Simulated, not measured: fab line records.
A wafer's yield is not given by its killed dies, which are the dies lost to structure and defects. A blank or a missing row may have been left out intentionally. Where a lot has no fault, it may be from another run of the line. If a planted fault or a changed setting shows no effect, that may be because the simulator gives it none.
fab line records	flow n5_finfet
[record] lots = 4	wafers = 10	last_day = 17
route steps=1938 shown BEOL_M4@1099 BEOL_M5@1112 BEOL_M9@1419 PASSIVATION@1936
lots with no fault: from the same line, run without faults
start_h: the number of hours between the record's first day and the start of the first shown wafer of the lot	wait_h: hours since the lot's step before	" the same as in the row above	L1.1+2: a single row standing in for several wafers	- value missing, or start not given	* or withheld: withheld	< > ~ a bound
route shown NAME@n: a module of which the file shows steps, and the number in the route of the first	usual: mean and standard deviation over wafers with no fault	same: alike in all rows	chamber/n: place in a boat	sites: the reading at each site	_std_site: standard deviation across them	_edge_site: inner sites' mean taken away from outer sites' mean	radius_mm: for every site, how far away it sits from the centre of the wafer	mask NAME#n: copy n	behind: the tool/chamber that last shaped the wafer	hold: what put the lot on hold/how long, in hours/how the hold closed	device: names the non-switching transistor (n, p or np)	end of line: at the end of the route, the tests of the same wafers	a step without rows: its recipe alone	killed: the dies lost at the first sort to structure and to defects; this is not the yield of the wafer	map: per-die view of a wafer (x killed, . not killed, _ where there is no die)
set.NAME: the setting the step ran with; set.NAME@STEP: the setting that earlier step ran with	model.NAME: the simulator's own value behind a step, which no gauge read
lots at some steps of the route; a table a step, a row a wafer
services: when a tool's chamber went out of use (start_h, in hours from the record's first day, below 0 if earlier), for how many hours, and the reason
[[steps]]
[step N5_BEOL_M4_ANNEAL_95]
[recipe] temp_c = 400	time_s = 240	ambient = vacuum
[step N5_BEOL_M4_SPUTTER_96]
[recipe] material = Cu	target_thk_a = 45	temp_c = -20	chamber_pressure_pa = 0.07	power_w = withheld	time_s = 8.29
[step N5_BEOL_M4_ECD_50]
[recipe] material = Cu	target_thk_a = 3000
[step N5_BEOL_M4_ANNEAL_51]
[recipe] temp_c = 225	time_s = 90	ambient = N2
[step N5_BEOL_M4_CMP_52]
[recipe] stop_on = SiOC	t_overpolish_s = 6.8	down_force_psi = 1	platen_rpm = 50	clearing_platen_down_force_psi = 1.5	clearing_platen_rpm = 50	post_cmp_clean = cu_alkaline	target_thk_nm = 40	clearing_platen_pad_velocity_m_s = 0.99484	pad_velocity_m_s = 0.99484
[step N5_BEOL_M4_PRE_CLEAN_60]
[recipe] gas = NH3/H2	time_s = 15	temp_c = *	rf_power_w = 300
[step N5_BEOL_M4_CO_CAP_55]
[recipe] material = Co	target_thk_a = 20	temp_c = 200	precursor = CCTBA/H2	pressure_torr = 30	time_s = 102.1
[step N5_BEOL_M4_PRE_CLEAN_56]
[recipe] gas = NH3	time_s = 15	temp_c = withheld	rf_power_w = 300
[step N5_BEOL_M4_DEP_57]
[recipe] material = SiCN	target_thk_a = 80	temp_c = withheld	precursor = 3MS/NH3	pressure_torr = 3	rf_w = 202	time_s = 14
[step N5_BEOL_M4_RC_MEAS_101]
[usual] DIBL_N = 36.1/1.6	DIBL_P = 35.8/2.1	IOFF_N = 0.16/0.031	IOFF_P = 0.21/0.034	ION_N = 673/12	ION_P = 461/7.2	SS_N = 71.4/0.59	SS_P = 73.3/0.63	VT_N = 250/3.1	VT_P = -250/3.3
lot.wafer	tool	chamber	start_h	wait_h	DIBL_N[mV/V]	DIBL_P[mV/V]	IOFF_N[nA/um]	IOFF_P[nA/um]	ION_N[uA/um]	ION_P[uA/um]	SS_N[mV/dec]	SS_P[mV/dec]	VT_N[mV]	VT_P[mV]
L646.3	prober-02	0	254.15	0.3	33.5	33.2	0.13	0.17	668	463	70.3	72.5	250	-252
L646.4	"	0	"	"	36.6	36.0	0.18	0.20	687	461	72.0	73.0	246	-254
L646.6	"	0	"	"	33.2	32.4	0.12	0.15	671	460	70.5	72.3	253	-254
L645.2	prober-01	0	255.70	0.2	34.0	33.6	0.12	0.19	673	459	71.1	72.6	253	-250
L645.3	"	0	"	"	35.0	33.9	0.13	0.18	673	460	70.8	73.0	252	-254
L645.4	"	0	"	"	35.4	35.4	0.14	0.22	673	466	71.7	73.9	251	-248
L651.2	prober-01	0	284.29	0.2	35.6	34.5	0.14	0.20	675	460	71.4	73.2	252	-253
L651.4	"	0	"	"	34.8	34.1	0.13	0.19	660	449	70.8	72.9	251	-253
L653.3	prober-01	0	301.05	0.3	34.0	32.3	0.12	0.17	672	463	70.8	72.6	253	-252
L653.5	"	0	"	"	36.3	35.1	0.16	0.22	683	473	71.6	73.3	250	-249
[step N5_BEOL_M5_ILD_DEP_00]
[recipe] material = SiCOH_lowk	target_thk_a = 1406.4	temp_c = 300	precursor = DEMS/porogen	pressure_torr = 5	rf_w = 500	time_s = 25.9
[step N5_BEOL_M5_CURE_79]
[recipe] temp_c = 385	time_s = 240	ambient = He/Ar	material = SiCOH_lowk
[step N5_BEOL_M5_PECVD_70]
[recipe] material = SiO2	target_thk_a = 160	temp_c = 400	precursor = TEOS/O2	pressure_torr = 5.5	rf_w = 450	teos_flow_sccm = 53.8	gas = O2	flow_sccm = 3000	time_s = 18
[step N5_BEOL_M5_HM_DEP_02]
[recipe] material = TiN	target_thk_a = 200	temp_c = 25	chamber_pressure_pa = 0.49996
[step N5_BEOL_M5_COAT_59]
[recipe] resist = SOC	temp_c = 250	time_s = 60	spin_rpm = 1500	resist_thk_nm = 60
[step N5_BEOL_M5_COAT_60]
[recipe] resist = SiARC	temp_c = 220	time_s = 60	spin_rpm = 1500	resist_thk_nm = 12
[step N5_BEOL_M5_COAT_71]
[recipe] resist = underlayer	temp_c = 205	time_s = 60	spin_rpm = 1500	resist_thk_nm = 5
[step N5_BEOL_M5_COAT_05]
[recipe] resist = CAR-EUV	spin_rpm = 1500	resist_thk_nm = 30
[step N5_BEOL_M5_EBR_07]
[recipe] solvent = PGMEA	ebr_width_mm = 1.5
[step N5_BEOL_M5_SOFTBAKE_06]
[recipe] temp_c = 110	time_s = 60	resist = CAR-EUV
[step N5_BEOL_M5_EXPOSE_08]
[recipe] mask_id = M5	na = 0.33	source_shape = annular	sigma_inner = 0.4	sigma_outer = 0.8	polarization = unpolarized	target_cd_nm = 28	dose_mj = 35.75
[step N5_BEOL_M5_PEB_09]
[recipe] peb_temp_c = 100	peb_time_s = 60	resist = CAR-EUV
[step N5_BEOL_M5_DEVELOP_10]
[recipe] develop_time_s = 30	developer = TMAH	resist = CAR-EUV	rinse_liquid = surfactant_rinse	dry = air_spin	dev_temp_c = 23
[step N5_BEOL_M5_DESCUM_16]
[recipe] chemistry = O2	time_s = 7	source_power_w = 50	bias_power_w = 20	pressure_mtorr = 20	rf_frequency_hz = 2.712e+07	temp_c = 40	resist = CAR-EUV	o2_flow_sccm = 225
[step N5_BEOL_M5_ETCH_72]
[recipe] chemistry = N2/H2	target = underlayer	target_depth_a = 65	mask_material = CAR-EUV	time_s = 5.2	ion_energy_ev = 200	pressure_mtorr = 30	source_w = 840	bias_w = 150	n2_flow_sccm = 200	h2_flow_sccm = 200	ends = cleared
[step N5_BEOL_M5_ETCH_61]
[recipe] chemistry = CF4	target = SiARC	target_depth_a = 156	mask_material = CAR-EUV	time_s = 26	ion_energy_ev = 80	pressure_mtorr = 40	source_w = 545	bias_w = 36	Ar_flow_sccm = 100	cf4_flow_sccm = 100	ends = cleared
[step N5_BEOL_M5_ETCH_62]
[recipe] chemistry = N2/H2	target = SOC	target_depth_a = 750	overetch_a = 150	mask_material = SiARC	temp_c = 40	time_s = 112.5	ion_energy_ev = 200	pressure_mtorr = 30	source_w = 840	bias_w = 150	n2_flow_sccm = 200	h2_flow_sccm = 200
[step N5_BEOL_M5_STRIP_63]
[recipe] chemistry = N2/H2	temp_c = 40	n2_flow_sccm = 200	h2_flow_sccm = 200	rf_frequency_hz = 6e+07
[step N5_BEOL_M5_STRIP_73]
[recipe] chemistry = N2/H2	temp_c = 40	n2_flow_sccm = 200	h2_flow_sccm = 200	rf_frequency_hz = 6e+07
[step N5_BEOL_M5_STRIP_64]
[recipe] chemistry = CF4	resist = SiARC	power_w = 300	bias_power_w = 75	pressure_mtorr = 50	cf4_flow_sccm = 150	rf_frequency_hz = 6e+07
[step N5_BEOL_M5_HM_OPEN_17]
[recipe] chemistry = Cl2/BCl3	target_depth_a = 200	overetch_a = 60	target = TiN	mask_material = SOC	ion_energy_ev = 150	pressure_mtorr = 10	icp_w = 1000	bias_w = 126	Cl2_flow_sccm = 53.25	bcl3_flow_sccm = 21.75	Ar_flow_sccm = 25
[step N5_BEOL_M5_STRIP_19]
[recipe] chemistry = O2	power_w = 400	temp_c = 40	pressure_mtorr = 30	rf_frequency_hz = 6e+07	bias_power_w = 0	overash_fraction = 0.2	o2_flow_sccm = 225
[step N5_BEOL_M5_COAT_65]
[recipe] resist = SOC	temp_c = 250	time_s = 60	spin_rpm = 1500	resist_thk_nm = 60
[step N5_BEOL_M5_COAT_66]
[recipe] resist = SiARC	temp_c = 220	time_s = 60	spin_rpm = 1500	resist_thk_nm = 12
[step N5_BEOL_M9_ETCH_62]
[recipe] chemistry = N2/H2	target = SOC	target_depth_a = 1100	overetch_a = 220	mask_material = SiARC	temp_c = 40	time_s = 165	ion_energy_ev = 200	pressure_mtorr = 30	source_w = 840	bias_w = 150	n2_flow_sccm = 200	h2_flow_sccm = 200
[usual] drypump_motor_current_A = 5.9/0.44	h2_flow_sccm = 199.9/0.59	oes_product_au = 0.67/0.066	rf_vpp_V = 524.7/2.2	showerhead_plenum_p_Torr = 2.57/0.082	throttle_valve_pct = 17.92/0.2
lot.wafer	tool	chamber	start_h	wait_h	drypump_motor_current_A	h2_flow_sccm	oes_product_au	rf_hours_counter_h	rf_vpp_V	showerhead_plenum_p_Torr	throttle_valve_pct	model.etch.depth_nm	model.SiARC_of_BEOL_M9_COAT_60.thk_nm	model.BEOL_M9.cd_offset_nm
L645.2	rie_diel-06	2	301.78	0.0	5.5	199.9	0.76	20	528.8	2.69	17.61	99.48	23	0.4
L645.3	"	3	"	"	5.9	199.8	0.68	123	521.9	2.46	17.94	99.53	23.8	0
L645.4	"	1	"	"	6.4	199.3	0.62	198	527.5	2.65	18.51	99.9	23.4	0.6
L646.3	rie_diel-03	2	302.14	0.0	6.1	199.7	0.60	250	526.3	2.61	18.11	100.3	23.8	0.6
L646.4	"	3	"	"	5.6	201.3	0.60	212	524.1	2.51	17.90	100.2	23.8	-0.2
L646.6	"	2	"	"	6.1	200.4	0.60	-	524.8	2.61	18.14	100.3	23.8	-0.2
L651.2	rie_diel-03	2	323.99	0.0	6.1	200.0	0.83	2	524.6	2.61	17.71	100.2	23.4	0
L651.4	"	3	"	"	5.7	199.1	0.52	224	523.4	2.51	17.90	77.03	26.2	-1.8
L653.3	rie_diel-03	3	345.82	0.0	5.6	200.5	0.59	231	523.2	2.51	17.94	100	23.8	0.2
L653.5	"	1	"	"	6.1	199.2	0.53	-	522.8	2.51	17.92	77.28	26.2	-0.8
[step N5_BEOL_M9_HM_OPEN_17]
[recipe] chemistry = Cl2/BCl3	target_depth_a = 200	overetch_a = 60	target = TiN	mask_material = SOC	ion_energy_ev = 150	pressure_mtorr = 10	icp_w = 1000	bias_w = 126	Cl2_flow_sccm = 53.25	bcl3_flow_sccm = 21.75	Ar_flow_sccm = 25
[usual] bcl3_flow_sccm = 21.75/0.065	drypump_motor_current_A = 5.6/0.46	oes_product_au = 0.62/0.066	throttle_valve_pct = 22.1/0.34
lot.wafer	tool	chamber	start_h	wait_h	bcl3_flow_sccm	drypump_motor_current_A	oes_product_au	rf_hours_counter_h	throttle_valve_pct
L645.2	rie_metal-01	0	301.97	0.0	21.88	5.7	0.58	89	22.7
L645.3	"	1	"	"	21.78	5.6	0.62	-	21.7
L645.4	"	0	"	"	21.79	5.7	0.57	-	22.7
L646.3	rie_metal-01	0	302.35	0.1	21.74	5.6	0.57	-	22.7
L646.4	"	1	"	"	21.72	5.7	0.62	-	21.7
L646.6	"	1	"	"	21.78	5.7	0.63	-	21.7
L651.2	rie_metal-02	0	324.18	0.0	21.74	5.2	0.57	97	21.9
L651.4	"	0	"	"	21.69	5.2	0.24	-	22.5
L653.3	rie_metal-03	1	346.04	0.1	21.82	4.9	0.66	-	22.1
L653.5	"	0	"	"	21.71	5.8	0.33	-	22.8
[step N5_BEOL_M9_CD_MEAS_18]
[recipe] pitch_nm = 140	target_cd_nm = 70
[usual] cd_nm = 70.0/0.69
lot.wafer	tool	chamber	start_h	wait_h	cd_nm
L645.2	cd_sem-01	-	302.29	0.1	70.3
L645.3	"	-	"	"	69.8
L645.4	"	-	"	"	70.4
L646.3	cd_sem-01	-	302.63	0.1	71.1
L646.4	"	-	"	"	69.6
L646.6	"	-	"	"	69.2
L651.2	cd_sem-03	-	324.39	0.1	70.3
L651.4	"	-	"	"	-
L653.3	cd_sem-02	-	346.33	0.1	70.2
L653.5	"	-	"	"	-
[step N5_BEOL_M9_VIA_ETCH_34]
[recipe] chemistry = C4F6/O2	target = SiCOH_lowk	target_depth_a = 1824	mask_material = SOC	taper_deg = 4	time_s = 68.4	ion_energy_ev = 250	pressure_mtorr = 30	source_w = 345	bias_w = 185	Ar_flow_sccm = 300	C4F6_flow_sccm = 10	O2_flow_sccm = 10
[usual] drypump_motor_current_A = 5.9/0.4	oes_product_au = 0.81/0.085	rf_vpp_V = 673/8.4	showerhead_plenum_p_Torr = 2.89/0.095	throttle_valve_pct = 21.06/0.17
lot.wafer	tool	chamber	start_h	wait_h	drypump_motor_current_A	oes_product_au	rf_hours_counter_h	rf_vpp_V	showerhead_plenum_p_Torr	throttle_valve_pct
L645.2	rie_diel-03	1	304.01	0.0	6.1	0.72	200	665	2.85	21.10
L645.3	"	3	"	"	5.7	0.70	213	652	2.82	21.07
L645.4	"	0	"	"	5.9	0.77	-	673	2.88	21.12
L646.3	rie_diel-06	2	304.43	0.0	5.4	0.91	21	669	3.04	20.85
L646.4	"	1	"	"	6.3	0.72	199	681	2.93	21.33
L646.6	"	1	"	"	6.4	0.72	-	680	2.93	21.35
L651.2	rie_diel-03	3	326.30	0.0	5.7	0.68	225	652	2.82	21.09
L651.4	"	0	"	"	5.9	0.29	138	672	2.87	20.96
L653.3	rie_diel-05	0	346.97	0.0	6.8	0.78	144	683	2.98	20.88
L653.5	"	1	"	"	5.4	0.27	-	661	2.70	20.65
[step N5_BEOL_M9_OCD_MEAS_38]
[usual] trench_depth_nm = 151/3.2
lot.wafer	tool	chamber	start_h	wait_h	trench_depth_nm
L645.2	ocd-02	-	304.28	-	149
L645.3	"	-	"	"	149
L645.4	"	-	"	"	153
L646.3	ocd-01	-	304.71	-	155
L646.4	"	-	"	"	148
L646.6	"	-	"	"	147
L651.2	ocd-01	-	326.57	-	150
L651.4	"	-	"	"	-
L653.3	ocd-01	-	347.26	-	151
L653.5	"	-	"	"	-
[step N5_PASSIVATION_PROBE_49]
[usual] defect_limited_yield = 91.0/1.5	killed_at_M0_to_M3 = 35/11	killed_at_M4_up = 13/6	killed_at_contacts = 14/6.5	killed_at_front_end = 40/12	killed_at_other = 4/3.4	killed_dies = 106/18	killed_on_rim = 14/4.7	killed_open = 68/14	killed_short = 35/7.7	sort_bin_5_function = 5.2/0.98	sort_bin_6_memory = 3.4/0.72	sort_n_pass = 1074/18	sort_yield_pct = 91.0/1.5
[same] gross_dies = 1180	killed_at_back_side = 0	sort_bin_4_leakage[%] = 0	sort_bin_8_speed[%] = 0
lot.wafer	tool	chamber	start_h	wait_h	defect_limited_yield[%]	killed_at_M0_to_M3	killed_at_M4_up	killed_at_contacts	killed_at_front_end	killed_at_other	killed_dies	killed_on_rim	killed_open	killed_short	sort_bin_5_function[%]	sort_bin_6_memory[%]	sort_n_pass	sort_yield_pct[%]
L645.3	prober-02	-	366.67	0.1	91.0	33	21	15	32	5	106	15	66	39	6.1	2.6	1074	91.0
L651.2	prober-01	-	382.21	0.1	90.9	34	8	9	40	16	107	16	57	43	5.2	3.1	1073	90.9
L651.4	prober-01	-	382.31	0.2	0	48	1085	12	28	7	1180	152	74	29	96.5	3.1	0	0
L653.5	prober-02	-	401.78	0.2	0	28	1102	4	41	5	1180	152	65	29	96.4	3.1	0	0
// killed by level:class
L645.3 MOL_CONTACT_COAG:geometric_particle:open=13 BEOL_M0_SAQP:geometric_particle:open=8 BEOL_M4:geometric_particle:open=8 BEOL_M0_SAQP:geometric_particle:short=7 GATE_CUT:geometric_particle:short=6 FIN_SAQP:geometric_particle:open=5 BEOL_M2:geometric_particle:open=5 STARTING-WAFER:geometric_particle:open=5
L651.2 FIN_SAQP:geometric_particle:short=8 BEOL_M2:geometric_particle:open=8 DUMMY_GATE:geometric_particle:open=7 MOL_CONTACT_COAG:geometric_particle:open=6 PASS1_DEP:geometric_particle:short=6 BEOL_M0_SAQP:geometric_particle:open=5 BEOL_M3:geometric_particle:open=5 PASS1_DEP:geometric_particle:open=5
L651.4 BEOL_M9:area_etch=1075 MOL_CONTACT_COAG:geometric_particle:open=10 BEOL_M1:geometric_particle:open=9 BEOL_M0_SAQP:geometric_particle:open=8 BEOL_M3:geometric_particle:open=8 BEOL_M2:geometric_particle:open=7 BEOL_M0:geometric_particle:open=5 BEOL_M0_SAQP:geometric_particle:short=5
L653.5 BEOL_M9:area_etch=1084 STI_FIN_REVEAL:geometric_particle:open=20 BEOL_M3:geometric_particle:open=10 BEOL_M4:geometric_particle:open=8 BEOL_M0_SAQP:geometric_particle:open=6 BEOL_M3:geometric_particle:short=5 FIN_SAQP:geometric_particle:open=4 BEOL_M0_SAQP:geometric_particle:short=4
// map L651.4 (x killed, . not)
_________________xxxxxxxxxxxx________________
______________xxxxxxxxxxxxxxxxxx_____________
___________xxxxxxxxxxxxxxxxxxxxxxxx__________
__________xxxxxxxxxxxxxxxxxxxxxxxxxx_________
________xxxxxxxxxxxxxxxxxxxxxxxxxxxxxx_______
_______xxxxxxxxxxxxxxxxxxxxxxxxxxxxxxxx______
______xxxxxxxxxxxxxxxxxxxxxxxxxxxxxxxxxx_____
_____xxxxxxxxxxxxxxxxxxxxxxxxxxxxxxxxxxxx____
____xxxxxxxxxxxxxxxxxxxxxxxxxxxxxxxxxxxxxx___
___xxxxxxxxxxxxxxxxxxxxxxxxxxxxxxxxxxxxxxxx__
___xxxxxxxxxxxxxxxxxxxxxxxxxxxxxxxxxxxxxxxx__
__xxxxxxxxxxxxxxxxxxxxxxxxxxxxxxxxxxxxxxxxxx_
__xxxxxxxxxxxxxxxxxxxxxxxxxxxxxxxxxxxxxxxxxx_
_xxxxxxxxxxxxxxxxxxxxxxxxxxxxxxxxxxxxxxxxxxxx
_xxxxxxxxxxxxxxxxxxxxxxxxxxxxxxxxxxxxxxxxxxxx
_xxxxxxxxxxxxxxxxxxxxxxxxxxxxxxxxxxxxxxxxxxxx
_xxxxxxxxxxxxxxxxxxxxxxxxxxxxxxxxxxxxxxxxxxxx
_xxxxxxxxxxxxxxxxxxxxxxxxxxxxxxxxxxxxxxxxxxxx
_xxxxxxxxxxxxxxxxxxxxxxxxxxxxxxxxxxxxxxxxxxxx
_xxxxxxxxxxxxxxxxxxxxxxxxxxxxxxxxxxxxxxxxxxxx
_xxxxxxxxxxxxxxxxxxxxxxxxxxxxxxxxxxxxxxxxxxxx
__xxxxxxxxxxxxxxxxxxxxxxxxxxxxxxxxxxxxxxxxxx_
__xxxxxxxxxxxxxxxxxxxxxxxxxxxxxxxxxxxxxxxxxx_
___xxxxxxxxxxxxxxxxxxxxxxxxxxxxxxxxxxxxxxxx__
___xxxxxxxxxxxxxxxxxxxxxxxxxxxxxxxxxxxxxxxx__
____xxxxxxxxxxxxxxxxxxxxxxxxxxxxxxxxxxxxxx___
_____xxxxxxxxxxxxxxxxxxxxxxxxxxxxxxxxxxxx____
______xxxxxxxxxxxxxxxxxxxxxxxxxxxxxxxxxx_____
_______xxxxxxxxxxxxxxxxxxxxxxxxxxxxxxxx______
________xxxxxxxxxxxxxxxxxxxxxxxxxxxxxx_______
__________xxxxxxxxxxxxxxxxxxxxxxxxxx_________
___________xxxxxxxxxxxxxxxxxxxxxxxx__________
______________xxxxxxxxxxxxxxxxxx_____________
_________________xxxxxxxxxxxx________________
// map L653.5 (x killed, . not)
_________________xxxxxxxxxxxx________________
______________xxxxxxxxxxxxxxxxxx_____________
___________xxxxxxxxxxxxxxxxxxxxxxxx__________
__________xxxxxxxxxxxxxxxxxxxxxxxxxx_________
________xxxxxxxxxxxxxxxxxxxxxxxxxxxxxx_______
_______xxxxxxxxxxxxxxxxxxxxxxxxxxxxxxxx______
______xxxxxxxxxxxxxxxxxxxxxxxxxxxxxxxxxx_____
_____xxxxxxxxxxxxxxxxxxxxxxxxxxxxxxxxxxxx____
____xxxxxxxxxxxxxxxxxxxxxxxxxxxxxxxxxxxxxx___
___xxxxxxxxxxxxxxxxxxxxxxxxxxxxxxxxxxxxxxxx__
___xxxxxxxxxxxxxxxxxxxxxxxxxxxxxxxxxxxxxxxx__
__xxxxxxxxxxxxxxxxxxxxxxxxxxxxxxxxxxxxxxxxxx_
__xxxxxxxxxxxxxxxxxxxxxxxxxxxxxxxxxxxxxxxxxx_
_xxxxxxxxxxxxxxxxxxxxxxxxxxxxxxxxxxxxxxxxxxxx
_xxxxxxxxxxxxxxxxxxxxxxxxxxxxxxxxxxxxxxxxxxxx
_xxxxxxxxxxxxxxxxxxxxxxxxxxxxxxxxxxxxxxxxxxxx
_xxxxxxxxxxxxxxxxxxxxxxxxxxxxxxxxxxxxxxxxxxxx
_xxxxxxxxxxxxxxxxxxxxxxxxxxxxxxxxxxxxxxxxxxxx
_xxxxxxxxxxxxxxxxxxxxxxxxxxxxxxxxxxxxxxxxxxxx
_xxxxxxxxxxxxxxxxxxxxxxxxxxxxxxxxxxxxxxxxxxxx
_xxxxxxxxxxxxxxxxxxxxxxxxxxxxxxxxxxxxxxxxxxxx
__xxxxxxxxxxxxxxxxxxxxxxxxxxxxxxxxxxxxxxxxxx_
__xxxxxxxxxxxxxxxxxxxxxxxxxxxxxxxxxxxxxxxxxx_
___xxxxxxxxxxxxxxxxxxxxxxxxxxxxxxxxxxxxxxxx__
___xxxxxxxxxxxxxxxxxxxxxxxxxxxxxxxxxxxxxxxx__
____xxxxxxxxxxxxxxxxxxxxxxxxxxxxxxxxxxxxxx___
_____xxxxxxxxxxxxxxxxxxxxxxxxxxxxxxxxxxxx____
______xxxxxxxxxxxxxxxxxxxxxxxxxxxxxxxxxx_____
_______xxxxxxxxxxxxxxxxxxxxxxxxxxxxxxxx______
________xxxxxxxxxxxxxxxxxxxxxxxxxxxxxx_______
__________xxxxxxxxxxxxxxxxxxxxxxxxxx_________
___________xxxxxxxxxxxxxxxxxxxxxxxx__________
______________xxxxxxxxxxxxxxxxxx_____________
_________________xxxxxxxxxxxx________________
[[services]]
tool	chamber	start_h	hours	kind
rie_diel-03	2	302.30	-	clean
rie_diel-03	2	302.30	-	consumable_replace:focus_ring
rie_diel-05	3	311.98	18.2	repair
rie_metal-03	1	315.84	18.4	repair
rie_diel-05	2	324.13	30.9	repair
rie_metal-02	1	328.68	-	clean
rie_metal-02	1	328.68	18.1	scheduled_down
rie_metal-02	1	328.68	18.1	vent_cycle
rie_metal-01	0	346.92	-	clean
rie_metal-01	0	346.92	19.3	scheduled_down
rie_metal-01	0	346.92	19.3	vent_cycle
[[key]]
[first_sign] step = N5_BEOL_M9_HM_OPEN_17	reading = oes_product_au	direction = down	sigmas = 5	usual = 0.62	struck = 0.29
[effect] step = N5_BEOL_M9_CD_MEAS_18	reading = cd_nm	direction = missing
[effect] step = N5_BEOL_M9_VIA_ETCH_34	reading = oes_product_au	direction = down	sigmas = 6.3	usual = 0.81	struck = 0.28
[effect] step = N5_BEOL_M9_OCD_MEAS_38	reading = trench_depth_nm	direction = missing
[effect] step = N5_PASSIVATION_PROBE_49	reading = killed_at_M4_up	direction = up	sigmas = 99+	usual = 13	struck = 1094
[model_effect] step = N5_BEOL_M9_ETCH_62	value = etch.depth_nm	without = 100	struck = 77.16
[more_kills_born_at] N5_BEOL_M9_ETCH_62@rie_diel-03 = 2159
met_at N5_BEOL_M9_ETCH_62
struck_wafers L651.4,L653.5
later_rows_left_out L651.4,L653.5
onset_between 302.14 323.99
[fault] kind = process_parameter_drift	tool = rie_diel-03	chamber = -	onset_h = 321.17	steps = N5_BEOL_M9_ETCH_62	channel = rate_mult	offset = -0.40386	shape = step	end_h = 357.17	scope = struck_wafers_only
// later_rows_left_out: the simulator's readings of these wafers behind a module that went badly wrong aren't trusted and aren't shown, but for the sort
